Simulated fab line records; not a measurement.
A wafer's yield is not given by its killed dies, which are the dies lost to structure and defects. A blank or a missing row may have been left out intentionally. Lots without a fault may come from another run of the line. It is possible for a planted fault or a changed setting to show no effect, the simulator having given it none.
What tool caused it? / flow nand harc / 11 lots with 33 wafers sampled at 6 steps, on a route of 1302 steps

== WHAT THE GAUGES READ, wafer by wafer ==
NHARC_P_GATE_CD_MEAS_91 targets a cd of 2000 nm. Usual: cd nm at 2000.7 nm, with a standard deviation of 2.8.
lot=L509; measured=day 6 00:13; on=cd sem-01; cd nm (nm)=2002.4 2001.2 2006.1; flag=
lot=L510; measured=day 6 00:53; on=cd sem-03; cd nm (nm)=2002.9 2001.9 2003.0; flag=
lot=L511; measured=day 6 16:38; on=cd sem-01; cd nm (nm)=1996.7 1998.4 1995.3; flag=
lot=L512; measured=day 6 17:06; on=cd sem-03; cd nm (nm)=1999.8 2003.1 1999.0; flag=
lot=L513; measured=day 7 11:08; on=cd sem-01; cd nm (nm)=1998.4 1996.8 2001.0; flag=
lot=L514; measured=day 7 19:25; on=cd sem-02; cd nm (nm)=2001.3 2002.0 2000.9; flag=
lot=L516; measured=day 8 15:07; on=cd sem-01; cd nm (nm)=2002.2 1999.4 2002.5; flag=
lot=L522; measured=day 11 04:22; on=cd sem-02; cd nm (nm)=2001.5 2007.1 2004.7; flag=
lot=L523; measured=day 11 18:00; on=cd sem-02; cd nm (nm)=1999.2 2002.7 1999.4; flag=
lot=L524; measured=day 11 18:45; on=cd sem-02; cd nm (nm)=1994.8 1996.0 1998.3; flag=
lot=L532; measured=day 15 12:21; on=cd sem-01; cd nm (nm)=1995.5 1997.6 1999.9; flag=

NHARC_P_GATE_INSPECT_68. Usual: raw defect count at 220, with a standard deviation of 100.
lot=L509; measured=day 6 03:17; on=defect inspect-02; raw defect count=255 436 231; flag=
lot=L510; measured=day 6 04:04; on=defect inspect-01; raw defect count=203 120 225; flag=
lot=L511; measured=day 6 19:44; on=defect inspect-01; raw defect count=395 183 178; flag=
lot=L512; measured=day 6 21:23; on=defect inspect-02; raw defect count=197 101 140; flag=
lot=L513; measured=day 7 14:13; on=defect inspect-02; raw defect count=107 109 155; flag=
lot=L514; measured=day 7 22:29; on=defect inspect-02; raw defect count=166 242 247; flag=
lot=L516; measured=day 8 18:16; on=defect inspect-02; raw defect count=150 223 337; flag=
lot=L522; measured=day 11 07:44; on=defect inspect-02; raw defect count=147 128 165; flag=
lot=L523; measured=day 11 21:10; on=defect inspect-01; raw defect count=522 577 590; flag=OFF
lot=L524; measured=day 11 21:49; on=defect inspect-02; raw defect count=622 527 636; flag=OFF
lot=L532; measured=day 15 15:26; on=defect inspect-02; raw defect count=112 144 179; flag=

NHARC_END_SORT_01. Usual: killed at array 52, standard deviation 16; killed at other 0.8, standard deviation 0.98; killed at periphery 4.2, standard deviation 2.9; killed dies 57, standard deviation 16; killed open 3.3, standard deviation 1.9; killed short 2.5, standard deviation 1.5.
lot=L523; measured=day 29 23:02; on=prober-01; killed at array=45 54 41; killed at other=1 0 0; killed at periphery=77 50 53; killed dies=123 104 94; killed open=2 5 4; killed short=2 1 0; flag=OFF
lot=L524; measured=day 29 22:18; on=prober-02; killed at array=51 53 44; killed at other=2 0 2; killed at periphery=78 46 45; killed dies=131 99 91; killed open=2 3 1; killed short=6 3 0; flag=OFF

== TOOL THAT RAN EACH LOT (tool first, then ch and the chambers of the sampled wafers, then the start) ==
lot=L509; NHARC_P_GATE_STRIP_76=plasma asher-02 ch 0,1, day 5 23:20; NHARC_P_CONTACT_DEP_00=pecvd-04 ch 0,1,2, day 6 05:11 or earlier; NHARC_P_CONTACT_ETCH_35=rie diel-05 ch 1,2, day 6 05:11
lot=L510; NHARC_P_GATE_STRIP_76=plasma asher-01 ch 0,1, day 5 23:59; NHARC_P_CONTACT_DEP_00=pecvd-04 ch 1,2, day 6 05:56 or earlier; NHARC_P_CONTACT_ETCH_35=rie diel-01 ch 0,1,3, day 6 05:56
lot=L511; NHARC_P_GATE_STRIP_76=plasma asher-01 ch 0,1, day 6 15:40; NHARC_P_CONTACT_DEP_00=pecvd-02 ch 0,1,2, day 6 21:38 or earlier; NHARC_P_CONTACT_ETCH_35=rie diel-05 ch 0,3, day 6 21:38
lot=L512; NHARC_P_GATE_STRIP_76=plasma asher-01 ch 0,1, day 6 16:11; NHARC_P_CONTACT_DEP_00=pecvd-02 ch 1,2, day 6 23:19 or earlier; NHARC_P_CONTACT_ETCH_35=rie diel-05 ch 0,2, day 6 23:19
lot=L513; NHARC_P_GATE_STRIP_76=plasma asher-02 ch 0,1, day 7 10:13; NHARC_P_CONTACT_DEP_00=pecvd-02 ch 0,2, day 7 15:59 or earlier; NHARC_P_CONTACT_ETCH_35=rie diel-01 ch 0,1,2, day 7 15:59
lot=L514; NHARC_P_GATE_STRIP_76=plasma asher-02 ch 0,1, day 7 18:30; NHARC_P_CONTACT_DEP_00=pecvd-04 ch 0,1, day 8 00:23 or earlier; NHARC_P_CONTACT_ETCH_35=rie diel-01 ch 0,2, day 8 00:23
lot=L516; NHARC_P_GATE_STRIP_76=plasma asher-01 ch 0,1, day 8 14:19; NHARC_P_CONTACT_DEP_00=pecvd-04 ch 1,2, day 8 20:08 or earlier; NHARC_P_CONTACT_ETCH_35=rie diel-08 ch 1,2,3, day 8 20:08
lot=L522; NHARC_P_GATE_STRIP_76=plasma asher-01 ch 0,1, day 11 03:28; NHARC_P_CONTACT_DEP_00=pecvd-02 ch 0,2, day 11 09:37 or earlier; NHARC_P_CONTACT_ETCH_35=rie diel-05 ch 0,1, day 11 09:37
lot=L523; NHARC_P_GATE_STRIP_76=plasma asher-01 ch 0,1, day 11 17:13; NHARC_P_CONTACT_DEP_00=pecvd-02 ch 1,2, day 11 22:55 or earlier; NHARC_P_CONTACT_ETCH_35=rie diel-01 ch 0,1,3, day 11 22:55
lot=L524; NHARC_P_GATE_STRIP_76=plasma asher-01 ch 0,1, day 11 17:50; NHARC_P_CONTACT_DEP_00=pecvd-04 ch 1,2, day 11 23:49 or earlier; NHARC_P_CONTACT_ETCH_35=rie diel-05 ch 0,1,2, day 11 23:49
lot=L532; NHARC_P_GATE_STRIP_76=plasma asher-02 ch 0,1, day 15 11:34; NHARC_P_CONTACT_DEP_00=pecvd-02 ch 0,1,2, day 15 17:12 or earlier; NHARC_P_CONTACT_ETCH_35=rie diel-08 ch 0,1,2, day 15 17:12
- NHARC_P_GATE_STRIP_76: strips in O2.
- NHARC_P_CONTACT_DEP_00: deposits SiO2, target thk 500 nm.
- NHARC_P_CONTACT_ETCH_35: etches the open film in CF4, target depth 39 nm, time 65 s.

== WHAT THE TOOLS THEMSELVES READ (means of the sampled wafers that have a number; where no wafer has one, the mark that the record gives instead) ==
NHARC_P_GATE_STRIP_76. Usual: drypump motor current A 5.7 A, standard deviation 0.7; heater power w 334 W, standard deviation 19.
lot=L509; tool=plasma asher-02; drypump motor current A (A)=5.3; heater power w (W)=326; flag=
lot=L510; tool=plasma asher-01; drypump motor current A (A)=6.1; heater power w (W)=349; flag=
lot=L511; tool=plasma asher-01; drypump motor current A (A)=6.1; heater power w (W)=348; flag=
lot=L512; tool=plasma asher-01; drypump motor current A (A)=6.1; heater power w (W)=358; flag=
lot=L513; tool=plasma asher-02; drypump motor current A (A)=5.6; heater power w (W)=327; flag=
lot=L514; tool=plasma asher-02; drypump motor current A (A)=5.3; heater power w (W)=331; flag=
lot=L516; tool=plasma asher-01; drypump motor current A (A)=5.6; heater power w (W)=330; flag=
lot=L522; tool=plasma asher-01; drypump motor current A (A)=6.1; heater power w (W)=347; flag=
lot=L523; tool=plasma asher-01; drypump motor current A (A)=5.6; heater power w (W)=324; flag=
lot=L524; tool=plasma asher-01; drypump motor current A (A)=5.6; heater power w (W)=327; flag=
lot=L532; tool=plasma asher-02; drypump motor current A (A)=5.6; heater power w (W)=328; flag=

NHARC_P_CONTACT_DEP_00. Usual: flow sccm 2651 sccm, standard deviation 8.1; heater power w 577 W, standard deviation 77; throttle valve pct 15.9 %, standard deviation 0.64.
lot=L509; tool=pecvd-04; flow sccm (sccm)=2648; heater power w (W)=615; throttle valve pct (%)=15.6; flag=
lot=L510; tool=pecvd-04; flow sccm (sccm)=2654; heater power w (W)=612; throttle valve pct (%)=15.5; flag=
lot=L511; tool=pecvd-02; flow sccm (sccm)=2655; heater power w (W)=572; throttle valve pct (%)=16.2; flag=
lot=L512; tool=pecvd-02; flow sccm (sccm)=2649; heater power w (W)=594; throttle valve pct (%)=16.4; flag=
lot=L513; tool=pecvd-02; flow sccm (sccm)=2654; heater power w (W)=554; throttle valve pct (%)=16.2; flag=
lot=L514; tool=pecvd-04; flow sccm (sccm)=2644; heater power w (W)=658; throttle valve pct (%)=15.6; flag=
lot=L516; tool=pecvd-04; flow sccm (sccm)=2660; heater power w (W)=531; throttle valve pct (%)=15.6; flag=
lot=L522; tool=pecvd-02; flow sccm (sccm)=2658; heater power w (W)=579; throttle valve pct (%)=16.5; flag=
lot=L523; tool=pecvd-02; flow sccm (sccm)=2649; heater power w (W)=607; throttle valve pct (%)=16.9; flag=
lot=L524; tool=pecvd-04; flow sccm (sccm)=2652; heater power w (W)=619; throttle valve pct (%)=15.8; flag=
lot=L532; tool=pecvd-02; flow sccm (sccm)=2652; heater power w (W)=588; throttle valve pct (%)=16.5; flag=

NHARC_P_CONTACT_ETCH_35. Usual: cf4 flow sccm 150.0 sccm, standard deviation 0.47; drypump motor current A 5.8 A, standard deviation 0.56; oes product au 0.999 a.u., standard deviation 0.015; rf vpp V 151.4 V, standard deviation 1.2; showerhead plenum p Torr 1.79 Torr, standard deviation 0.055; throttle valve pct 13.284 %, standard deviation 0.0085.
lot=L509; tool=rie diel-05; cf4 flow sccm (sccm)=150.1; drypump motor current A (A)=6.4; oes product au (a.u.)=1.015; rf vpp V (V)=150.6; showerhead plenum p Torr (Torr)=1.75; throttle valve pct (%)=13.292; flag=
lot=L510; tool=rie diel-01; cf4 flow sccm (sccm)=150.2; drypump motor current A (A)=5.5; oes product au (a.u.)=1.007; rf vpp V (V)=152.2; showerhead plenum p Torr (Torr)=1.84; throttle valve pct (%)=13.288; flag=
lot=L511; tool=rie diel-05; cf4 flow sccm (sccm)=150.0; drypump motor current A (A)=5.1; oes product au (a.u.)=0.998; rf vpp V (V)=150.5; showerhead plenum p Torr (Torr)=1.76; throttle valve pct (%)=13.282; flag=
lot=L512; tool=rie diel-05; cf4 flow sccm (sccm)=150.5; drypump motor current A (A)=5.7; oes product au (a.u.)=1.013; rf vpp V (V)=150.3; showerhead plenum p Torr (Torr)=1.74; throttle valve pct (%)=13.283; flag=
lot=L513; tool=rie diel-01; cf4 flow sccm (sccm)=150.3; drypump motor current A (A)=5.3; oes product au (a.u.)=0.998; rf vpp V (V)=151.0; showerhead plenum p Torr (Torr)=1.81; throttle valve pct (%)=13.289; flag=
lot=L514; tool=rie diel-01; cf4 flow sccm (sccm)=149.9; drypump motor current A (A)=5.2; oes product au (a.u.)=0.998; rf vpp V (V)=150.7; showerhead plenum p Torr (Torr)=1.79; throttle valve pct (%)=13.285; flag=
lot=L516; tool=rie diel-08; cf4 flow sccm (sccm)=149.5; drypump motor current A (A)=6.3; oes product au (a.u.)=0.980; rf vpp V (V)=152.4; showerhead plenum p Torr (Torr)=1.79; throttle valve pct (%)=13.290; flag=
lot=L522; tool=rie diel-05; cf4 flow sccm (sccm)=150.4; drypump motor current A (A)=5.7; oes product au (a.u.)=0.986; rf vpp V (V)=150.5; showerhead plenum p Torr (Torr)=1.77; throttle valve pct (%)=13.288; flag=
lot=L523; tool=rie diel-01; cf4 flow sccm (sccm)=150.2; drypump motor current A (A)=5.5; oes product au (a.u.)=0.996; rf vpp V (V)=152.3; showerhead plenum p Torr (Torr)=1.84; throttle valve pct (%)=13.281; flag=
lot=L524; tool=rie diel-05; cf4 flow sccm (sccm)=149.6; drypump motor current A (A)=6.0; oes product au (a.u.)=0.992; rf vpp V (V)=151.6; showerhead plenum p Torr (Torr)=1.76; throttle valve pct (%)=13.283; flag=
lot=L532; tool=rie diel-08; cf4 flow sccm (sccm)=150.0; drypump motor current A (A)=6.1; oes product au (a.u.)=0.996; rf vpp V (V)=152.2; showerhead plenum p Torr (Torr)=1.78; throttle valve pct (%)=13.284; flag=

== THE ANSWER, worked out from the rows above alone ==
Rule: a lot counts as off when the mean over its wafers that have a number is more than 3 standard deviations away from the usual mean. Also off: a lot with no number at a reading for which 4 or more lots have one. The other lots that the step has rows for count as sound. Order of review: gauges by route order, followed by the tools' own readings, for which a lot's mean as printed above is used. The first step at which some lot is off is used, and at that step the reading that is off furthest; a lot without a number counts as furthest.
Off at NHARC_P_GATE_INSPECT_68 (raw defect count): L523, L524.
If a tool, at a process step before that reading, ran all the lots that are off and no sound lot after the first of them, it fits. Not tried: the gauges at NHARC_P_GATE_INSPECT_68; whatever is off there is also off at NHARC_END_SORT_01, on other tools, and gauge error can't account for it. One candidate fits, namely plasma asher-01 at NHARC_P_GATE_STRIP_76. Its last sound lot is L522 (day 11 03:28), its first lot that is off L523 (day 11 17:13): a fault that began between those two fits.

== WHAT THE SIMULATOR HAD INSERTED ==
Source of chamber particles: plasma asher-01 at NHARC_P_GATE_STRIP_76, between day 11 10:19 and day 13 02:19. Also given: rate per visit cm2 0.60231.
Lots struck among those shown: L523, L524. Same finding as the rule above.
